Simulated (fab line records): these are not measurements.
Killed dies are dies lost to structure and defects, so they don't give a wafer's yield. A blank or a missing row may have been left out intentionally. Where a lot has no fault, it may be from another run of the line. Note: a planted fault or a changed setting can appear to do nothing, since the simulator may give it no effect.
The same fault as seen by 3 desks | flow nand_harc | only its own numbers are on each desk; what lay behind them is given at the end

== FROM THE METROLOGY DESK ==
What the gauges read for every lot (on any tool): the sampled wafers with a number, averaged. Marked OUT: a lot whose mean sits more than 4 standard deviations from the usual mean, which makes it out of limits; the brackets give that distance.
Columns: A = cd_nm at NHARC_P_GATE_CD_MEAS_59, usual 719.5 nm; B = cd_nm at NHARC_P_CONTACT_CD_MEAS_12, usual 90.0 nm
lot  | first seen here | A     | B
L306 | day 5 03:31     | 717.8 | 89.3
L308 | day 5 18:20     | 719.9 | 90.6
L311 | day 6 16:24     | 719.4 | 89.6
L313 | day 7 10:29     | 719.2 | 90.6
L314 | day 7 10:46     | 720.6 | 90.6
L315 | day 7 23:37     | 720.9 | 90.5
L317 | day 8 16:58     | 721.3 | 89.9
L321 | day 9 10:49     | 719.5 | 89.8
L322 | day 9 12:25     | 719.8 | 90.0
L324 | day 9 21:10     | 718.4 | 90.7
L327 | day 10 15:46    | 719.8 | 90.9
L328 | day 10 23:56    | 719.4 | 89.9
Result from this desk: across the 12 lots, nothing is out of limits.

== TOOL OWNER'S DESK, rie_diel-07 ==
The tool's own readings at NHARC_P_ZERO_WELL_ETCH_65 (etches the open film in N2/H2, target depth 80 nm, overetch 24 nm, time 87.88 s): means of the sampled wafers that have a number, for each lot that ran on this tool. Marked OUT: a lot whose mean sits more than 4 standard deviations from the usual mean, which makes it out of limits; the brackets give that distance.
Columns: A = drypump_motor_current_A at NHARC_P_ZERO_WELL_ETCH_65, usual 5.5 A; B = mfc_ar_sccm at NHARC_P_ZERO_WELL_ETCH_65, usual 0.009 sccm; C = oes_product_au at NHARC_P_ZERO_WELL_ETCH_65, usual 0.999 a.u.; D = rf_vpp_V at NHARC_P_ZERO_WELL_ETCH_65, usual 431.4 V; E = showerhead_plenum_p_Torr at NHARC_P_ZERO_WELL_ETCH_65, usual 2.07 Torr; F = throttle_valve_pct at NHARC_P_ZERO_WELL_ETCH_65, usual 14.171 %
lot  | first seen here | A   | B     | C     | D     | E    | F
L306 | day 1 19:29     | 5.3 | 0.007 | 0.999 | 431.1 | 2.06 | 14.171
L314 | day 3 19:31     | 5.3 | 0.004 | 0.995 | 431.1 | 2.09 | 14.167
L317 | day 4 13:29     | 5.2 | 0.006 | 1.003 | 431.8 | 2.07 | 14.185
L321 | day 5 13:29     | 5.3 | 0.003 | 0.998 | 432.2 | 2.11 | 14.164
L322 | day 5 19:30     | 5.3 | 0.009 | 1.004 | 429.6 | 2.04 | 14.171
L324 | day 6 07:22     | 5.5 | 0.007 | 0.994 | 431.5 | 2.06 | 14.165
Result from this desk: across the 6 lots, nothing is out of limits.

== THE DEFECT DESK ==
Inspection counts along the route, by lot: the mean over sampled wafers that carry a number. Marked OUT: a lot whose mean sits more than 4 standard deviations from the usual mean, which makes it out of limits; the brackets give that distance.
Columns: A = raw_defect_count at NHARC_P_ZERO_WELL_INSPECT_43, usual 13; B = raw_defect_count at NHARC_P_STI_INSPECT_11, usual 5.6
lot  | first seen here | A                     | B
L306 | day 2 01:27     | 16                    | 4.7
L308 | day 2 13:34     | 15                    | 5.7
L311 | day 3 07:44     | 11                    | 9.3
L313 | day 3 19:49     | 17                    | 6.3
L314 | day 4 01:31     | 18                    | 10.0
L315 | day 4 07:30     | 19                    | 7.0
L317 | day 4 19:29     | 16                    | 5.0
L321 | day 5 19:20     | 928 (+99 or more) OUT | 914.7 (+99 or more) OUT
L322 | day 6 01:20     | 909 (+99 or more) OUT | 900.7 (+99 or more) OUT
L324 | day 6 13:22     | 901 (+99 or more) OUT | 894.7 (+99 or more) OUT
L327 | day 7 07:22     | 14                    | 8.7
L328 | day 7 13:23     | 7                     | 7.3
This desk's finding: out of limits on L321, L322, L324; first on L321, day 5 19:20 (raw_defect_count at NHARC_P_ZERO_WELL_INSPECT_43). L306, L308, L311, L313, L314, L315, L317, L327, L328 stayed within limits.

== TAKEN TOGETHER ==
The defect desk could have raised an alarm at day 5 19:20, on L321, L322, L324.
At the metrology desk, nothing out of limits was observed.
The tool owner's desk saw nothing out of limits.
The metrology desk holds a record of L321, L322, L324, inside its limits.
The tool owner's desk has L321, L322, L324 on record, within its limits.
All the named lots went through NHARC_P_ZERO_WELL_ETCH_65 on rie_diel-07.

== WHAT WAS PUT IN BY THE SIMULATOR ==
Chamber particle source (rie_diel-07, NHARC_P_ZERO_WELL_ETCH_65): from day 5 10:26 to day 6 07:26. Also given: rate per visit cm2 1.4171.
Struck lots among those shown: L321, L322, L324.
Hours from the fault's start to each desk's first reading out of limits: the defect desk, 9.
